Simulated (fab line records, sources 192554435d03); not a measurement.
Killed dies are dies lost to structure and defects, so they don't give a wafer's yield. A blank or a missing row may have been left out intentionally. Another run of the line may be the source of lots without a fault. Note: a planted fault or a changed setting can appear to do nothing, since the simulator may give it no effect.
fab line records	flow n5Finfet	part 1 of 2: steps 1 to 4 of 6
record lots=20	wafers=60	lastDay=18
route steps=1938 shown BEOL_M13@1672 BEOL_M14@1716 BEOL_M15@1790
lots that met no fault: taken from a fault-free run of the same line
startH: hours from the record's opening day to when the first of the lot's shown wafers began	waitH: hours elapsed since this lot's preceding step	" as in the row above	L1.1+2: a row that stands for several wafers	- no value, or no start given	* or withheld: withheld	< > ~ a bound
route shown NAME@n: a module of which the file shows steps, and the number in the route of the first	usual: mean/standard deviation taken from wafers without a fault	same: alike in all rows	chamber/n: place in a boat	sites: readings site by site	_std_site: the values' standard deviation	_edge_site: the outer-site mean with the inner-site mean subtracted	radiusMm: how far each site lies from the wafer's centre	mask NAME#n: copy n	behind: the tool/chamber that last shaped the wafer	hold: what put the lot on hold/how long, in hours/how the hold closed	device: which transistor (n, p or np) failed to switch	end of line: the route-end tests of the same wafers	a step without rows: its recipe alone	killed: dies lost to structure and defects at the first sort, not the wafer's yield	map: per-die view of a wafer (x killed, . not killed, _ where there is no die)
set.NAME: the setting the step ran with; set.NAME@STEP: the setting that earlier step ran with	model.NAME: the simulator's own value behind a step, which no gauge read
the route's steps for a sample of lots (tables are steps, rows are wafers)
services: from which hour (startH, from the record's first day; less than 0 if before it) a tool's chamber was out of use, for how many hours, and why
## steps
# step N5_BEOL_M13_DESCUM_15
# recipe chemistry=O2	timeS=7.9	sourcePowerW=50	biasPowerW=20	pressureMtorr=20	rfFrequencyHz=2.712e+07	tempC=40	o2FlowSccm=225
# usual drypumpMotorCurrentA=5.9/0.34	oesProductAu=0.81/0.094	rfVppV=243.3/1.2	showerheadPlenumPTorr=2.10/0.046	throttleValvePct=20.39/0.26
lot.wafer	tool	chamber	startH	waitH	drypumpMotorCurrentA	oesProductAu	rfHoursCounterH	rfVppV	showerheadPlenumPTorr	throttleValvePct
L074.2	rieDiel-01	0	232.31	0.2	6.3	0.98	5	243.7	2.15	19.99
L074.3	"	1	"	"	5.9	0.67	249	242.6	2.05	20.40
L074.4	"	3	"	"	5.8	0.77	131	242.9	2.01	20.69
L076.1	rieDiel-01	3	242.64	0.0	5.8	0.77	134	241.1	2.01	20.69
L076.2	"	2	"	"	5.5	0.67	235	244.6	2.15	20.80
L076.5	"	2	"	"	5.5	0.67	-	244.6	2.15	20.78
L075.1	rieDiel-01	2	243.38	0.0	5.5	0.67	235	244.1	2.15	20.78
L075.2	"	0	"	"	6.3	0.96	9	244.7	2.15	20.00
L075.3	"	3	"	"	5.8	0.78	135	240.5	2.01	20.70
L077.3	rieDiel-01	2	251.96	0.0	5.5	0.67	238	243.2	2.15	20.78
L077.4	"	0	"	"	6.3	0.94	-	244.8	2.14	19.99
L077.6	"	3	"	"	5.8	0.77	-	242.3	2.01	20.70
L078.4	rieDiel-02	1	268.19	0.0	6.4	0.72	201	243.8	2.07	20.69
L078.5	"	3	"	"	5.7	0.72	-	242.0	2.09	20.22
L078.6	"	2	"	"	6.3	0.91	-	242.7	2.13	20.47
L079.2	rieDiel-01	0	268.46	0.1	6.3	0.93	17	243.6	2.14	20.02
L079.3	"	1	"	"	5.9	0.96	5	240.9	2.05	20.10
L079.6	"	0	"	"	6.3	0.93	-	244.6	2.14	20.00
L080.1	rieDiel-02	2	279.63	0.0	6.3	0.89	37	242.5	2.13	20.48
L080.3	"	3	"	"	5.7	0.72	176	241.1	2.08	20.22
L080.4	"	1	"	"	6.4	0.72	205	241.3	2.07	20.69
L082.2	rieDiel-05	2	281.58	0.0	5.5	0.78	91	243.0	2.12	20.43
L082.4	"	3	"	"	6.0	0.68	250	244.5	2.15	20.47
L082.5	"	0	"	"	6.1	0.83	-	243.0	2.12	20.63
L081.1	rieDiel-01	0	285.38	0.0	6.3	0.91	22	243.0	2.14	20.03
L081.2	"	1	"	"	5.9	0.94	10	242.3	2.05	20.10
L081.6	"	2	"	"	5.5	0.66	-	245.3	2.15	20.81
L083.3	rieDiel-01	0	293.02	0.0	6.3	0.90	25	245.1	2.14	20.02
L083.4	"	3	"	"	5.8	0.75	-	241.1	2.00	20.70
L083.5	"	0	"	"	6.3	0.91	-	243.6	2.14	20.02
L085.2	rieDiel-05	2	301.60	0.0	5.5	0.78	99	242.5	2.11	20.44
L085.4	"	0	"	"	6.1	0.83	80	244.2	2.12	20.63
L085.5	"	3	"	"	6.0	0.97	-	243.8	2.15	20.12
L086.2	rieDiel-05	0	312.83	0.1	6.1	0.83	84	244.0	2.12	20.64
L086.3	"	3	"	"	6.0	0.94	5	243.3	2.15	20.13
L086.6	"	2	"	"	5.5	0.78	-	242.9	2.11	20.44
L088.1	rieDiel-02	2	334.03	0.0	6.3	0.87	53	244.8	2.12	20.50
L088.4	"	0	"	"	5.4	0.76	127	242.9	2.09	20.40
L088.5	"	3	"	"	5.7	0.71	-	243.1	2.08	20.26
L090.2	rieDiel-02	0	334.54	0.1	5.4	0.76	127	244.0	2.09	20.39
L090.3	"	1	"	"	6.4	0.70	221	240.5	2.06	20.71
L090.5	"	3	"	"	5.7	0.69	-	244.4	2.08	20.25
L087.2	rieDiel-05	3	334.67	0.1	6.0	0.93	9	244.2	2.15	20.11
L087.3	"	0	"	"	6.1	0.82	87	244.7	2.12	20.66
L087.5	"	2	"	"	5.5	0.77	-	242.5	2.11	20.45
L091.1	rieDiel-02	1	339.55	0.0	6.3	0.69	223	243.5	2.06	20.73
L091.4	"	3	"	"	5.6	0.70	194	242.4	2.08	20.25
L091.5	"	2	"	"	6.3	0.87	-	243.9	2.12	20.51
L089.2	rieDiel-02	3	345.06	0.0	5.7	0.70	195	242.8	2.08	20.25
L089.3	"	2	"	"	6.3	0.87	57	244.9	2.12	20.51
L089.6	"	0	"	"	5.4	0.75	-	244.4	2.09	20.41
L093.3	rieDiel-01	1	364.09	0.6	5.9	0.89	34	242.4	2.04	20.14
L093.5	"	3	"	"	5.8	0.75	-	241.7	2.00	20.73
L093.6	"	2	"	"	5.5	0.95	-	243.8	2.14	20.42
L095.2	rieDiel-01	1	386.21	0.0	5.9	0.87	39	242.3	2.04	20.17
L095.4	"	1	"	"	5.9	0.89	-	241.6	2.04	20.16
L095.6	"	0	"	"	6.3	0.86	-	244.8	2.13	20.06
L097.2	rieDiel-02	3	392.59	1.2	5.7	0.69	210	244.3	2.07	20.27
L097.4	"	2	"	"	6.3	0.84	70	243.4	2.12	20.53
L097.5	"	1	"	"	6.4	0.69	-	242.7	2.06	20.74
# step N5_BEOL_M13_ETCH_38
# recipe chemistry=CF4/N2	target=SiCN	targetDepthA=675	taperDeg=2	timeS=71.9	ionEnergyEv=150	maskMaterial=SiO2	pressureMtorr=40	sourceW=430	biasW=70	Ar_flow_sccm=100	cf4FlowSccm=60	n2FlowSccm=60
# usual drypumpMotorCurrentA=5.9/0.32	mfcArSccm=100.07/0.3	oesProductAu=0.82/0.092	rfVppV=382.4/1.2	showerheadPlenumPTorr=2.21/0.043	throttleValvePct=15.38/0.26
lot.wafer	tool	chamber	startH	waitH	drypumpMotorCurrentA	mfcArSccm	oesProductAu	rfHoursCounterH	rfVppV	showerheadPlenumPTorr	throttleValvePct
L074.2	rieDiel-01	2	237.50	-	5.5	99.20	0.67	233	383.7	2.27	15.81
L074.3	"	3	"	"	5.8	99.58	0.78	133	381.2	2.13	15.69
L074.4	"	0	"	"	6.3	100.54	0.96	-	383.0	2.25	14.94
L075.1	rieDiel-02	3	245.38	-	5.6	100.09	0.73	167	381.9	2.21	15.29
L075.2	"	0	"	"	5.4	100.91	0.79	100	382.4	2.23	15.43
L075.3	"	2	"	"	6.3	100.46	0.92	27	382.9	2.25	15.42
L076.1	rieDiel-05	3	245.82	-	6.0	99.92	0.69	240	384.1	2.26	15.51
L076.2	"	0	"	"	6.1	100.27	0.86	61	382.7	2.24	15.54
L076.5	"	2	"	"	5.5	100.30	0.79	-	382.3	2.23	15.34
L077.3	rieDiel-01	2	254.09	-	5.5	100.15	0.66	239	384.3	2.26	15.81
L077.4	"	1	"	"	5.9	100.54	0.99	0	381.6	2.17	15.11
L077.6	"	1	"	"	5.9	100.55	0.98	-	382.4	2.17	15.11
L078.4	rieDiel-05	2	270.06	-	5.5	100.28	0.79	88	382.8	2.22	15.35
L078.5	"	3	"	"	6.0	100.56	0.68	-	383.2	2.26	15.52
L078.6	"	0	"	"	6.1	99.78	0.85	-	382.8	2.24	15.54
L079.2	rieDiel-05	0	272.89	-	6.1	99.73	0.84	69	383.8	2.24	15.54
L079.3	"	2	"	"	5.5	100.24	0.79	89	381.2	2.22	15.34
L079.6	"	3	"	"	6.0	99.44	0.68	-	383.4	2.26	15.52
L080.1	rieDiel-01	3	282.10	-	5.8	99.73	0.76	147	380.4	2.12	15.72
L080.3	"	2	"	"	5.5	99.90	0.66	248	383.4	2.26	15.85
L080.4	"	0	"	"	6.3	100.68	0.90	21	383.4	2.25	14.99
L082.2	rieDiel-01	3	283.70	-	5.8	99.66	0.76	147	381.0	2.12	15.73
L082.4	"	1	"	"	5.9	99.92	0.94	10	381.2	2.17	15.13
L082.5	"	2	"	"	5.5	99.81	0.66	-	382.1	2.26	15.84
L081.1	rieDiel-02	0	288.20	-	5.4	99.93	0.77	114	381.3	2.22	15.43
L081.2	"	1	"	"	6.3	99.75	0.70	209	381.3	2.19	15.77
L081.6	"	3	"	"	5.7	100.07	0.71	-	382.9	2.20	15.32
L083.3	rieDiel-02	3	299.67	-	5.6	100.36	0.70	183	382.4	2.20	15.32
L083.4	"	1	"	"	6.4	100.00	0.71	212	382.2	2.18	15.78
L083.5	"	1	"	"	6.4	100.24	0.71	-	381.2	2.18	15.77
L085.2	rieDiel-02	1	305.34	-	6.4	100.14	0.71	214	380.2	2.18	15.78
L085.4	"	3	"	"	5.6	99.83	0.71	185	383.6	2.20	15.32
L085.5	"	3	"	"	5.7	99.92	0.72	-	381.7	2.20	15.34
L086.2	rieDiel-01	3	322.26	-	5.8	100.47	0.76	160	381.9	2.12	15.74
L086.3	"	1	"	"	5.9	100.09	0.91	22	380.7	2.17	15.15
L086.6	"	1	"	"	5.9	99.96	0.91	-	380.9	2.17	15.15
L088.1	rieDiel-01	2	337.79	-	5.5	100.17	0.97	8	383.3	2.26	15.35
L088.4	"	3	"	"	5.8	99.95	0.75	165	380.2	2.12	15.75
L088.5	"	1	"	"	5.9	100.20	0.90	-	382.8	2.17	15.16
L090.2	rieDiel-01	1	338.06	-	5.9	99.95	0.91	27	380.2	2.17	15.17
L090.3	"	2	"	"	5.5	99.90	0.97	8	383.0	2.26	15.34
L090.5	"	2	"	"	5.5	99.95	0.97	-	382.8	2.26	15.35
L087.2	rieDiel-01	3	338.16	-	5.8	100.37	0.75	165	381.2	2.12	15.75
L087.3	"	1	"	"	5.9	99.95	0.90	27	380.5	2.17	15.16
L087.5	"	1	"	"	5.9	99.61	0.89	-	380.6	2.17	15.16
L091.1	rieDiel-01	3	341.32	-	5.8	100.00	0.75	166	379.8	2.12	15.75
L091.4	"	2	"	"	5.5	100.06	0.97	9	384.1	2.26	15.36
L091.5	"	0	"	"	6.3	100.20	0.89	-	382.2	2.24	15.01
L089.2	rieDiel-05	1	349.58	-	5.9	100.13	0.82	85	383.1	2.23	15.18
L089.3	"	0	"	"	6.1	100.03	0.82	92	383.3	2.23	15.59
L089.6	"	1	"	"	5.9	99.95	0.82	-	383.5	2.23	15.16
L093.3	rieDiel-05	0	367.94	-	6.1	100.10	0.81	97	382.3	2.23	15.59
L093.5	"	3	"	"	6.0	99.64	0.88	-	381.7	2.25	15.07
L093.6	"	2	"	"	5.5	99.67	0.76	-	383.7	2.21	15.40
L095.2	rieDiel-01	1	388.86	-	5.9	100.07	0.88	40	380.4	2.16	15.19
L095.4	"	0	"	"	6.3	100.04	0.86	53	385.0	2.24	15.04
L095.6	"	0	"	"	6.3	99.88	0.86	-	383.6	2.24	15.02
L097.2	rieDiel-01	3	399.76	-	5.8	100.26	0.73	184	380.0	2.11	15.77
L097.4	"	1	"	"	5.9	99.68	0.86	45	380.6	2.16	15.20
L097.5	"	1	"	"	5.9	99.96	0.86	-	381.9	2.16	15.21
# step N5_BEOL_M14_ILD_DEP_00
# recipe material=SiO2	targetThkA=11193	tempC=400	precursor=TEOS/O2	pressureTorr=6.5	rfW=900	teosFlowSccm=161.4	gas=O2	flowSccm=2650	timeS=237.4
# usual heaterPowerW=576/120	showerheadPlenumPTorr=8.33/0.031	throttleValvePct=18.4/0.75
lot.wafer	tool	chamber	startH	waitH	heaterPowerW	showerheadPlenumPTorr	throttleValvePct
L074.2	pecvd-04	2	239.35	0.0	638	8.27	18.3
L074.3	"	0	"	"	513	8.36	19.0
L074.4	"	2	"	"	719	8.31	18.2
L075.1	pecvd-04	1	246.97	0.0	699	8.35	18.0
L075.2	"	0	"	"	658	8.36	18.7
L075.3	"	2	"	"	771	8.29	18.3
L076.1	pecvd-01	0	247.64	0.0	454	8.30	19.8
L076.2	"	2	"	"	564	8.34	16.6
L076.5	"	1	"	"	300	8.28	18.0
L077.3	pecvd-02	1	256.02	0.1	393	8.34	18.7
L077.4	"	2	"	"	771	8.35	18.6
L077.6	"	1	"	"	468	8.32	18.8
L078.4	pecvd-04	2	271.84	0.1	754	8.29	18.4
L078.5	"	1	"	"	566	8.32	18.0
L078.6	"	0	"	"	654	8.36	18.9
L079.2	pecvd-04	2	274.90	0.0	608	8.29	18.4
L079.3	"	0	"	"	576	8.35	19.0
L079.6	"	2	"	"	723	8.31	18.1
L080.1	pecvd-02	2	283.86	0.0	608	8.37	18.4
L080.3	"	1	"	"	443	8.34	18.7
L080.4	"	0	"	"	592	8.34	18.6
L082.2	pecvd-01	1	285.74	0.0	352	8.27	18.3
L082.4	"	0	"	"	484	8.32	19.7
L082.5	"	2	"	"	580	8.37	16.9
L081.1	pecvd-02	0	290.41	0.0	603	8.34	18.7
L081.2	"	2	"	"	671	8.36	18.5
L081.6	"	0	"	"	647	8.35	18.8
L083.3	pecvd-02	1	301.27	0.0	426	8.35	18.7
L083.4	"	1	"	"	493	8.33	19.0
L083.5	"	0	"	"	495	8.34	18.7
L085.2	pecvd-04	0	307.10	0.0	540	8.37	18.8
L085.4	"	0	"	"	619	8.34	18.8
L085.5	"	1	"	"	672	8.33	18.3
L086.2	pecvd-02	0	324.14	0.0	638	8.32	18.7
L086.3	"	1	"	"	517	8.33	18.7
L086.6	"	0	"	"	508	8.35	19.0
L088.1	pecvd-02	2	339.70	0.0	717	8.36	18.8
L088.4	"	0	"	"	641	8.36	18.7
L088.5	"	0	"	"	506	8.34	18.9
L090.2	pecvd-04	0	339.84	0.0	619	8.36	19.3
L090.3	"	1	"	"	737	8.33	17.9
L090.5	"	0	"	"	678	8.36	18.9
L087.2	pecvd-01	2	340.12	0.0	586	8.37	16.7
L087.3	"	1	"	"	403	8.29	18.1
L087.5	"	2	"	"	460	8.39	16.8
L091.1	pecvd-01	1	343.48	0.0	388	8.29	18.4
L091.4	"	2	"	"	440	8.36	16.9
L091.5	"	2	"	"	537	8.37	16.7
L089.2	pecvd-02	0	351.62	0.0	596	8.33	18.6
L089.3	"	2	"	"	698	8.35	18.7
L089.6	"	2	"	"	750	8.37	18.5
L093.3	pecvd-04	2	369.78	0.0	707	8.27	18.4
L093.5	"	2	"	"	759	8.28	18.3
L093.6	"	0	"	"	660	8.37	18.8
L095.2	pecvd-04	1	390.44	0.0	601	8.30	17.9
L095.4	"	0	"	"	612	8.36	19.1
L095.6	"	1	"	"	703	8.34	17.9
L097.2	pecvd-01	0	403.76	0.0	384	8.30	19.8
L097.4	"	2	"	"	547	8.36	17.3
L097.5	"	2	"	"	585	8.37	16.9
# step N5_BEOL_M14_DESCUM_15
# recipe chemistry=O2	timeS=7.9	sourcePowerW=50	biasPowerW=20	pressureMtorr=20	rfFrequencyHz=2.712e+07	tempC=40	o2FlowSccm=225
# usual drypumpMotorCurrentA=5.6/0.45	oesProductAu=0.79/0.075	rfVppV=243.1/1.4	showerheadPlenumPTorr=2.08/0.07	throttleValvePct=20.43/0.28
lot.wafer	tool	chamber	startH	waitH	drypumpMotorCurrentA	oesProductAu	rfHoursCounterH	rfVppV	showerheadPlenumPTorr	throttleValvePct
L074.2	rieDiel-06	3	240.06	0.0	6.5	0.70	223	245.0	2.15	20.55
L074.3	"	1	"	"	5.3	0.75	155	241.1	2.01	20.77
L074.4	"	2	"	"	5.0	0.81	110	241.7	2.01	20.54
L075.1	rieDiel-06	3	247.68	0.0	6.5	0.69	225	244.0	2.15	20.54
L075.2	"	1	"	"	5.3	0.73	158	241.3	2.00	20.80
L075.3	"	0	"	"	5.5	0.71	219	242.8	2.07	20.30
L076.1	rieDiel-03	1	248.24	0.0	5.6	0.93	7	243.9	2.07	20.20
L076.2	"	3	"	"	5.7	0.92	26	243.3	2.14	20.62
L076.5	"	2	"	"	5.7	0.84	-	245.7	2.21	20.06
L077.3	rieDiel-06	2	256.69	0.1	5.0	0.80	116	241.8	2.01	20.57
L077.4	"	1	"	"	5.3	0.73	161	242.1	2.00	20.80
L077.6	"	0	"	"	5.5	0.71	-	243.2	2.07	20.30
L078.4	rieDiel-06	3	272.46	0.1	6.5	0.69	235	244.7	2.14	20.58
L078.5	"	3	"	"	6.5	0.68	-	244.5	2.14	20.57
L078.6	"	2	"	"	5.0	0.79	-	242.0	2.01	20.55
L079.2	rieDiel-06	3	275.72	0.1	6.5	0.68	237	242.6	2.14	20.57
L079.3	"	1	"	"	5.3	0.73	168	241.8	2.00	20.80
L079.6	"	3	"	"	6.5	0.69	-	246.1	2.14	20.58
L080.1	rieDiel-06	1	284.58	0.0	5.3	0.73	172	241.8	2.00	20.81
L080.3	"	2	"	"	5.0	0.79	126	240.5	2.01	20.58
L080.4	"	2	"	"	5.0	0.78	-	240.6	2.01	20.59
L082.2	rieDiel-06	3	286.45	0.0	6.5	0.68	241	243.3	2.14	20.58
L082.4	"	3	"	"	6.5	0.68	-	243.9	2.14	20.57
L082.5	"	2	"	"	5.0	0.78	-	242.7	2.01	20.57
L081.1	rieDiel-04	0	291.12	0.0	5.4	0.78	103	244.4	2.21	20.83
L081.2	"	2	"	"	5.7	0.81	86	243.3	2.11	19.95
L081.6	"	1	"	"	5.7	0.88	-	242.9	2.13	20.28
L083.3	rieDiel-06	3	302.14	0.3	6.5	0.68	250	244.6	2.14	20.60
L083.4	"	2	"	"	5.0	0.78	-	242.2	2.00	20.60
L083.5	"	3	"	"	6.5	0.68	-	245.0	2.14	20.57
L085.2	rieDiel-04	2	307.81	0.0	5.7	0.79	91	244.7	2.11	19.95
L085.4	"	0	"	"	5.4	0.77	108	246.0	2.21	20.86
L085.5	"	1	"	"	5.7	0.85	-	244.4	2.13	20.29
L086.2	rieDiel-03	0	324.85	0.0	5.0	0.80	95	243.9	2.03	20.56
L086.3	"	1	"	"	5.6	0.88	34	240.9	2.06	20.24
L086.6	"	2	"	"	5.7	0.81	-	244.0	2.21	20.08
L088.1	rieDiel-03	1	340.49	0.0	5.6	0.87	38	243.0	2.06	20.25
L088.4	"	1	"	"	5.6	0.87	-	242.4	2.06	20.24
L088.5	"	2	"	"	5.7	0.80	-	245.4	2.20	20.11
L090.2	rieDiel-06	3	340.66	0.0	6.5	0.97	3	243.7	2.13	20.24
L090.3	"	2	"	"	5.0	0.77	149	241.4	2.00	20.62
L090.5	"	2	"	"	5.0	0.76	-	240.9	2.00	20.62
L087.2	rieDiel-03	1	340.90	0.1	5.6	0.86	38	243.7	2.06	20.24
L087.3	"	2	"	"	5.7	0.80	84	244.8	2.20	20.09
L087.5	"	2	"	"	5.7	0.80	-	245.0	2.20	20.08
L091.1	rieDiel-03	3	344.27	0.0	5.7	0.88	53	243.3	2.13	20.66
L091.4	"	0	"	"	5.0	0.80	105	241.4	2.03	20.58
L091.5	"	0	"	"	5.1	0.80	-	241.5	2.03	20.58
L089.2	rieDiel-03	0	352.21	0.0	5.1	0.79	106	242.0	2.03	20.59
L089.3	"	1	"	"	5.6	0.86	41	243.7	2.05	20.25
L089.6	"	3	"	"	5.7	0.87	-	244.2	2.13	20.69
L093.3	rieDiel-06	0	370.75	0.2	5.5	0.69	249	243.1	2.06	20.35
L093.5	"	3	"	"	6.5	0.92	-	243.9	2.13	20.27
L093.6	"	0	"	"	5.5	0.69	-	243.0	2.06	20.33
L095.2	rieDiel-06	3	391.09	0.1	6.5	0.89	26	244.7	2.13	20.26
L095.4	"	1	"	"	5.3	0.68	218	241.7	1.98	20.88
L095.6	"	0	"	"	5.5	1.02	-	242.4	2.06	19.98
L097.2	rieDiel-06	2	404.55	0.0	5.0	0.74	175	242.4	1.99	20.65
L097.4	"	1	"	"	5.3	0.69	222	241.3	1.98	20.87
L097.5	"	2	"	"	5.0	0.75	-	242.3	1.99	20.66
